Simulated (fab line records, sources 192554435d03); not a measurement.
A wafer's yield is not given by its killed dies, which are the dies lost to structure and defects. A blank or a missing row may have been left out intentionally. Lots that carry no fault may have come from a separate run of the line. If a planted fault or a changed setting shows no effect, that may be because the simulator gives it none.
The tool behind it: which one? | flow n5_finfet | 24 lots, 72 wafers sampled, at 5 steps of a route of 1938

## WHAT THE GAUGES SHOWED, per wafer
N5_BEOL_M6_THK_MEAS_01. Usual: M6_ILD_THK 154.0 nm, standard deviation 1.9.
lot  | measured     | on            | M6_ILD_THK (nm)   | flag
L074 | day 8 05:32  | film_metro-02 | 152.9 154.2 156.9 |
L076 | day 8 13:25  | film_metro-02 | 153.5 152.7 151.7 |
L075 | day 8 15:53  | film_metro-02 | 151.1 151.3 151.6 |
L077 | day 9 13:23  | film_metro-02 | 152.0 153.6 153.6 |
L079 | day 9 18:35  | film_metro-01 | 153.5 155.1 155.6 |
L078 | day 9 20:29  | film_metro-01 | 154.9 150.8 155.8 |
L081 | day 9 23:28  | film_metro-02 | 151.6 154.5 156.9 |
L080 | day 10 02:43 | film_metro-01 | 155.5 157.7 158.8 |
L082 | day 10 03:00 | film_metro-02 | 150.9 150.5 153.7 |
L083 | day 10 14:39 | film_metro-01 | 151.9 152.8 157.6 |
L084 | day 10 18:27 | film_metro-02 | 153.3 154.7 152.7 |
L085 | day 11 04:02 | film_metro-02 | 152.4 153.2 155.1 |
L086 | day 11 14:09 | film_metro-01 | 154.5 156.9 156.7 |
L088 | day 11 18:20 | film_metro-01 | 153.5 153.2 156.9 |
L087 | day 11 21:58 | film_metro-01 | 152.3 154.6 152.8 |
L089 | day 12 10:08 | film_metro-02 | 154.0 154.1 155.8 |
L091 | day 12 15:10 | film_metro-01 | 152.0 155.9 154.8 |
L090 | day 12 15:14 | film_metro-01 | 154.7 154.3 156.4 |
L092 | day 12 17:13 | film_metro-01 | 154.1 153.1 155.2 |
L093 | day 13 00:58 | film_metro-02 | 152.4 156.4 153.6 |
L094 | day 13 08:32 | film_metro-02 | 152.0 153.4 153.3 |
L095 | day 13 15:07 | film_metro-01 | 153.0 151.4 155.5 |
L096 | day 14 09:49 | film_metro-01 | 151.8 152.3 154.5 |
L097 | day 14 11:26 | film_metro-02 | 151.6 152.8 152.7 |

N5_BEOL_M7_OVL_MEAS_12. Usual: M7_OVL 0.4 nm, standard deviation 0.61.
lot  | measured     | on         | M7_OVL (nm)    | flag
L074 | day 8 15:33  | overlay-02 | 1.0 1.2 0.1    |
L076 | day 8 21:19  | overlay-02 | 1.0 0.2 -0.1   |
L075 | day 9 00:06  | overlay-01 | 1.1 -0.1 0.8   |
L077 | day 10 00:34 | overlay-02 | 1.4 0.2 -0.1   |
L079 | day 10 05:30 | overlay-02 | 0.9 1.3 0.8    |
L078 | day 10 07:13 | overlay-01 | 1.4 -0.3 1.0   |
L081 | day 10 08:41 | overlay-01 | 0.9 0.3 1.2    |
L080 | day 10 11:40 | overlay-01 | 0.1 0.3 0.5    |
L082 | day 10 12:13 | overlay-02 | 1.4 0.8 1.1    |
L083 | day 11 01:25 | overlay-02 | 0.2 0.8 -0.7   |
L084 | day 11 02:06 | overlay-01 | -0.1 0.3 0.6   |
L085 | day 11 14:41 | overlay-01 | 0.0 -0.1 0.1   |
L086 | day 11 23:48 | overlay-02 | -0.7 0.1 0.6   |
L088 | day 12 02:41 | overlay-01 | 0.4 0.8 0.6    |
L087 | day 12 06:51 | overlay-02 | -0.1 1.3 0.9   |
L089 | day 12 19:28 | overlay-02 | 1.1 0.4 0.3    |
L091 | day 13 01:58 | overlay-01 | -0.3 -0.5 -0.4 |
L090 | day 13 02:10 | overlay-01 | 0.1 0.2 -0.7   |
L092 | day 13 02:20 | overlay-01 | -0.3 0.4 -0.9  |
L093 | day 13 09:24 | overlay-01 | 0.6 0.3 0.9    |
L094 | day 13 18:47 | overlay-01 | 0.0 0.0 0.1    |
L095 | day 13 22:39 | overlay-01 | -0.6 0.4 1.4   |
L096 | day 14 18:08 | overlay-02 | 0.7 0.2 0.4    |
L097 | day 14 20:34 | overlay-02 | 0.6 -0.3 0.1   |

## EACH LOT AND THE TOOL THAT RAN IT (in order: tool; ch and the chambers of the sampled wafers; start)
lot  | N5_BEOL_M5_ANNEAL_51             | N5_BEOL_M5_CMP_52             | N5_BEOL_M6_ETCH_62
L074 | rtp_anneal-01 ch 0, day 8 03:24  | cmp-02 ch 1,3, day 8 04:05    | rie_diel-03 ch 0,1,3, day 8 06:53
L076 | rtp_anneal-02 ch 0, day 8 11:27  | cmp-03 ch 0,1, day 8 11:45    | rie_diel-05 ch 0,1, day 8 15:13
L075 | rtp_anneal-01 ch 0, day 8 14:22  | cmp-03 ch 2,3, day 8 14:43    | rie_diel-03 ch 0,2, day 8 18:27
L077 | rtp_anneal-02 ch 0, day 9 11:43  | cmp-04 ch 2,3, day 9 12:11    | rie_diel-03 ch 1,2, day 9 14:41
L079 | rtp_anneal-02 ch 0, day 9 16:54  | cmp-03 ch 1,2, day 9 17:23    | rie_diel-06 ch 0,2, day 9 19:32
L078 | rtp_anneal-01 ch 0, day 9 18:58  | cmp-03 ch 1,3, day 9 19:16    | rie_diel-03 ch 1,3, day 10 00:36
L081 | rtp_anneal-01 ch 0, day 9 21:35  | cmp-02 ch 2,3, day 9 21:50    | rie_diel-06 ch 0,1,2, day 10 00:46
L080 | rtp_anneal-02 ch 0, day 9 23:55  | cmp-02 ch 1,3, day 10 01:32   | rie_diel-03 ch 0,1,2, day 10 05:14
L082 | rtp_anneal-01 ch 0, day 10 00:07 | cmp-03 ch 1,2,3, day 10 01:31 | rie_diel-06 ch 1,3, day 10 05:25
L083 | rtp_anneal-02 ch 0, day 10 13:12 | cmp-04 ch 1,2,3, day 10 13:27 | rie_diel-03 ch 1,2,3, day 10 16:28
L084 | rtp_anneal-02 ch 0, day 10 16:57 | cmp-02 ch 0,2,3, day 10 17:17 | rie_diel-06 ch 1,2,3, day 10 20:10
L085 | rtp_anneal-02 ch 0, day 11 02:33 | cmp-02 ch 1,2,3, day 11 02:51 | rie_diel-05 ch 0,1,3, day 11 06:56
L086 | rtp_anneal-02 ch 0, day 11 12:10 | cmp-03 ch 0,2,3, day 11 12:28 | rie_diel-05 ch 0,1,3, day 11 15:19
L088 | rtp_anneal-01 ch 0, day 11 16:25 | cmp-03 ch 1,3, day 11 16:40   | rie_diel-05 ch 0,3, day 11 19:13
L087 | rtp_anneal-02 ch 0, day 11 20:28 | cmp-04 ch 0,1,3, day 11 20:50 | rie_diel-03 ch 0,1,2, day 12 00:15
L089 | rtp_anneal-01 ch 0, day 12 08:41 | cmp-03 ch 1,2,3, day 12 09:03 | rie_diel-06 ch 2,3, day 12 11:14
L091 | rtp_anneal-01 ch 0, day 12 13:40 | cmp-03 ch 1,3, day 12 13:58   | rie_diel-06 ch 0,1,2, day 12 18:14
L090 | rtp_anneal-02 ch 0, day 12 13:45 | cmp-02 ch 0,2,3, day 12 14:03 | rie_diel-03 ch 0,1, day 12 18:25
L092 | rtp_anneal-01 ch 0, day 12 15:43 | cmp-02 ch 0,2,3, day 12 16:00 | rie_diel-06 ch 1,2,3, day 12 18:34
L093 | rtp_anneal-02 ch 0, day 12 22:49 | cmp-04 ch 0,1,3, day 12 23:22 | rie_diel-06 ch 0,3, day 13 02:32
L094 | rtp_anneal-01 ch 0, day 13 07:05 | cmp-03 ch 2,3, day 13 07:17   | rie_diel-05 ch 0,1,2, day 13 09:57
L095 | rtp_anneal-01 ch 0, day 13 13:09 | cmp-02 ch 0,2,3, day 13 13:29 | rie_diel-03 ch 0,1,2, day 13 16:05
L096 | rtp_anneal-02 ch 0, day 14 08:19 | cmp-03 ch 1,3, day 14 08:39   | rie_diel-03 ch 0,2, day 14 10:55
L097 | rtp_anneal-01 ch 0, day 14 09:56 | cmp-03 ch 1,2,3, day 14 10:17 | rie_diel-06 ch 0,1,3, day 14 12:13
- N5_BEOL_M5_ANNEAL_51: time 90 s.
- N5_BEOL_M5_CMP_52: polishes, stops on SiCOH lowk, t overpolish 6.9 s, target thk 62 nm.
- N5_BEOL_M6_ETCH_62: etches SOC in N2/H2, target depth 110 nm, overetch 22 nm, time 165 s.

## AS READ BY THE TOOLS THEMSELVES (means over the sampled wafers that have a number; for cases with no such wafer, the mark the record gives instead)
N5_BEOL_M5_ANNEAL_51. Usual: anneal_temp_c 225.00 C, standard deviation 0.16; wafer_temp_C_max 225.94, standard deviation 0.22.
lot  | tool          | anneal_temp_c (C) | wafer_temp_C_max | flag
L074 | rtp_anneal-01 | 225.01            | 226.11           |
L076 | rtp_anneal-02 | 225.18            | 225.78           |
L075 | rtp_anneal-01 | 224.87            | 225.92           |
L077 | rtp_anneal-02 | 225.27            | 225.96           |
L079 | rtp_anneal-02 | 225.05            | 226.03           |
L078 | rtp_anneal-01 | 225.04            | 225.92           |
L081 | rtp_anneal-01 | 224.85            | 225.87           |
L080 | rtp_anneal-02 | 224.97            | 225.78           |
L082 | rtp_anneal-01 | 224.82            | 226.09           |
L083 | rtp_anneal-02 | 225.14            | 226.11           |
L084 | rtp_anneal-02 | 224.77            | 225.88           |
L085 | rtp_anneal-02 | 224.96            | 225.96           |
L086 | rtp_anneal-02 | 224.96            | 225.67           |
L088 | rtp_anneal-01 | 225.06            | 226.01           |
L087 | rtp_anneal-02 | 225.26            | 225.81           |
L089 | rtp_anneal-01 | 225.06            | 226.20           |
L091 | rtp_anneal-01 | 224.93            | 225.87           |
L090 | rtp_anneal-02 | 224.86            | 225.88           |
L092 | rtp_anneal-01 | 225.06            | 225.74           |
L093 | rtp_anneal-02 | 224.88            | 225.81           |
L094 | rtp_anneal-01 | 224.95            | 225.85           |
L095 | rtp_anneal-01 | 225.21            | 226.31           |
L096 | rtp_anneal-02 | 225.15            | 225.95           |
L097 | rtp_anneal-01 | 224.86            | 225.68           |

N5_BEOL_M5_CMP_52. Usual: barrier_field_endpoint_s 24.8 s, standard deviation 0.74; motor_current_A 5.8 A, standard deviation 0.52; overpolish_run_s 6.902 s, standard deviation 0.0088; pad_life_wafers 879, standard deviation 500; time_to_endpoint_s 63 s, standard deviation 3.5.
lot  | tool   | barrier_field_endpoint_s (s) | motor_current_A (A) | overpolish_run_s (s) | pad_life_wafers | time_to_endpoint_s (s) | flag
L074 | cmp-02 | 24.9                         | 5.8                 | 6.914                | 542             | 64                     |
L076 | cmp-03 | 26.2                         | 5.5                 | 6.907                | 180             | 67                     |
L075 | cmp-03 | 24.2                         | 5.8                 | 6.902                | 212             | 61                     |
L077 | cmp-04 | 25.4                         | 6.6                 | 6.898                | 2130            | 65                     |
L079 | cmp-03 | 24.7                         | 5.4                 | 6.909                | 398             | 63                     |
L078 | cmp-03 | 24.3                         | 5.6                 | 6.898                | 409             | 61                     |
L081 | cmp-02 | 25.6                         | 5.6                 | 6.893                | 877             | 63                     |
L080 | cmp-02 | 25.0                         | 6.1                 | 6.909                | 896             | 64                     |
L082 | cmp-03 | 24.8                         | 5.5                 | 6.903                | 451             | 60                     |
L083 | cmp-04 | 24.5                         | 6.2                 | 6.903                | 92              | 61                     |
L084 | cmp-02 | 24.2                         | 5.8                 | 6.908                | 1052            | 63                     |
L085 | cmp-02 | 25.0                         | 5.8                 | 6.895                | 1129            | 63                     |
L086 | cmp-03 | 24.9                         | 5.6                 | 6.909                | 763             | 64                     |
L088 | cmp-03 | 24.9                         | 5.4                 | 6.905                | 793             | 63                     |
L087 | cmp-04 | 24.7                         | 6.5                 | 6.902                | 350             | 65                     |
L089 | cmp-03 | 24.4                         | 5.5                 | 6.904                | 963             | 63                     |
L091 | cmp-03 | 24.8                         | 5.7                 | 6.903                | 1003            | 62                     |
L090 | cmp-02 | 23.6                         | 5.9                 | 6.898                | 1424            | 59                     |
L092 | cmp-02 | 23.7                         | 5.8                 | 6.898                | 1435            | 58                     |
L093 | cmp-04 | 25.4                         | 6.5                 | 6.893                | 596             | 66                     |
L094 | cmp-03 | 25.3                         | 5.7                 | 6.897                | 1122            | 64                     |
L095 | cmp-02 | 24.0                         | 5.9                 | 6.898                | 1592            | 62                     |
L096 | cmp-03 | 24.6                         | 5.6                 | 6.903                | 1328            | 62                     |
L097 | cmp-03 | 25.3                         | 5.7                 | 6.903                | 1352            | 66                     |

N5_BEOL_M6_ETCH_62. Usual: drypump_motor_current_A 5.7 A, standard deviation 0.44; n2_flow_sccm 199.9 sccm, standard deviation 0.64; oes_product_au 0.67 a.u., standard deviation 0.075; rf_vpp_V 523.3 V, standard deviation 2.6; showerhead_plenum_p_Torr 2.52 Torr, standard deviation 0.09; throttle_valve_pct 17.77 %, standard deviation 0.18.
lot  | tool        | drypump_motor_current_A (A) | n2_flow_sccm (sccm) | oes_product_au (a.u.) | rf_vpp_V (V) | showerhead_plenum_p_Torr (Torr) | throttle_valve_pct (%) | flag
L074 | rie_diel-03 | 5.7                         | 200.8               | 0.75                  | 523.5        | 2.51                            | 17.74                  |
L076 | rie_diel-05 | 5.6                         | 199.6               | 0.61                  | 523.9        | 2.52                            | 17.86                  |
L075 | rie_diel-03 | 6.1                         | 200.2               | 0.66                  | 520.8        | 2.45                            | 17.79                  |
L077 | rie_diel-03 | 5.9                         | 199.1               | 0.67                  | 521.8        | 2.49                            | 17.96                  |
L079 | rie_diel-06 | 5.2                         | 200.2               | 0.66                  | 526.4        | 2.64                            | 17.88                  |
L078 | rie_diel-03 | 5.4                         | 199.8               | 0.76                  | 524.6        | 2.56                            | 17.81                  |
L081 | rie_diel-06 | 5.3                         | 200.0               | 0.67                  | 526.6        | 2.62                            | 17.66                  |
L080 | rie_diel-03 | 5.9                         | 199.8               | 0.69                  | 522.1        | 2.49                            | 17.87                  |
L082 | rie_diel-06 | 6.1                         | 199.5               | 0.61                  | 521.6        | 2.44                            | 17.65                  |
L083 | rie_diel-03 | 5.7                         | 200.0               | 0.70                  | 522.7        | 2.50                            | 17.89                  |
L084 | rie_diel-06 | 5.8                         | 199.7               | 0.66                  | 523.9        | 2.55                            | 17.57                  |
L085 | rie_diel-05 | 5.4                         | 199.6               | 0.64                  | 523.3        | 2.50                            | 17.91                  |
L086 | rie_diel-05 | 5.4                         | 200.1               | 0.64                  | 522.8        | 2.50                            | 17.91                  |
L088 | rie_diel-05 | 5.5                         | 200.1               | 0.64                  | 523.2        | 2.50                            | 17.89                  |
L087 | rie_diel-03 | 5.9                         | 199.5               | 0.67                  | 522.3        | 2.49                            | 17.90                  |
L089 | rie_diel-06 | 6.2                         | 200.1               | 0.64                  | 522.2        | 2.50                            | 17.71                  |
L091 | rie_diel-06 | 5.4                         | 199.6               | 0.72                  | 526.8        | 2.61                            | 17.56                  |
L090 | rie_diel-03 | 5.8                         | 199.8               | 0.68                  | 522.3        | 2.48                            | 17.80                  |
L092 | rie_diel-06 | 5.8                         | 200.4               | 0.66                  | 523.2        | 2.54                            | 17.61                  |
L093 | rie_diel-06 | 5.9                         | 200.1               | 0.65                  | 522.0        | 2.46                            | 17.76                  |
L094 | rie_diel-05 | 5.5                         | 199.9               | 0.59                  | 523.5        | 2.54                            | 17.81                  |
L095 | rie_diel-03 | 5.9                         | 200.6               | 0.66                  | 522.3        | 2.48                            | 17.92                  |
L096 | rie_diel-03 | 6.2                         | 199.5               | 0.61                  | 521.4        | 2.42                            | 17.98                  |
L097 | rie_diel-06 | 5.7                         | 200.1               | 0.66                  | 522.5        | 2.50                            | 17.66                  |

## THE ANSWER, worked out from the rows above alone
Rule: a lot counts as off when the mean over its wafers that have a number is more than 3 standard deviations away from the usual mean. Also off: a lot with no number at a reading for which 4 or more lots have one. The other lots that the step has rows for count as sound. Order of review: gauges by route order, followed by the tools' own readings, for which a lot's mean as printed above is used. At the first step where some lot is off, the reading lying furthest off is the one used; lots without a number count as furthest.
Nothing can be told from this: no lot is off at any reading shown.

## WHAT HAD BEEN PUT IN BY THE SIMULATOR
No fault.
